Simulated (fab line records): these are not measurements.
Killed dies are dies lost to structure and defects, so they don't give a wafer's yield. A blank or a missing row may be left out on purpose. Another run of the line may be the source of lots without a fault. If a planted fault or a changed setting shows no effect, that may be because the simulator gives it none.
Chamber matching	flow n5_finfet	N5_BEOL_M6_DESCUM_16 on rie_diel-01: 4 sister chambers
The step chemistry O2, time 7.9 s. 8 wafers are shown with their chamber, then 8 later ones without.

## WAFERS, EACH WITH ITS CHAMBER
wafer	chamber	throttle_valve_pct (%)	drypump_motor_current_A (A)
L084.5	0	20.21	6.0
L086.1	0	20.22	6.1
L087.3	2	20.43	6.1
L087.6	3	20.71	5.7
L089.1	1	20.16	6.0
L089.2	3	20.70	5.8
L089.4	2	20.43	6.2
L094.1	1	20.20	5.9

## WAFERS WITH NO CHAMBER GIVEN
wafer	throttle_valve_pct (%)	drypump_motor_current_A (A)
L094.4	20.71	5.8
L094.6	20.73	5.8
L095.2	20.08	6.2
L095.3	20.24	6.0
L095.6	20.08	6.2
L093.3	20.19	5.9
L093.4	20.08	6.2
L093.6	20.19	5.9

## WHICH CHAMBER EACH WENT THROUGH
wafer	from the rows above	in truth
L094.4	3	3
L094.6	3	3
L095.2	can't be placed: 1 or 0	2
L095.3	0	0
L095.6	can't be placed: 1 or 0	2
L093.3	can't be placed: 1 or 0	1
L093.4	can't be placed: 1 or 0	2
L093.6	can't be placed: 1 or 0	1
Correct placement for 3 of the 8. Cannot be placed on the basis of these rows: 5; the candidates contain the true chamber in 2. Number placed wrongly: 0.
How it was worked out, from the rows above alone: a wafer's distance from a chamber is the root of the sum, over the readings, of the square of ((its reading less the chamber's mean) divided by the reading's scatter). If the next closest chamber is less than 2 further off than the closest, the wafer can't be placed; otherwise it belongs to the closest. For every chamber, the mean is computed from those of its wafers that are shown. The scatter: the root of (the sum of the squares of (reading less its chamber's mean) over the shown wafers, divided by (wafers less chambers)).
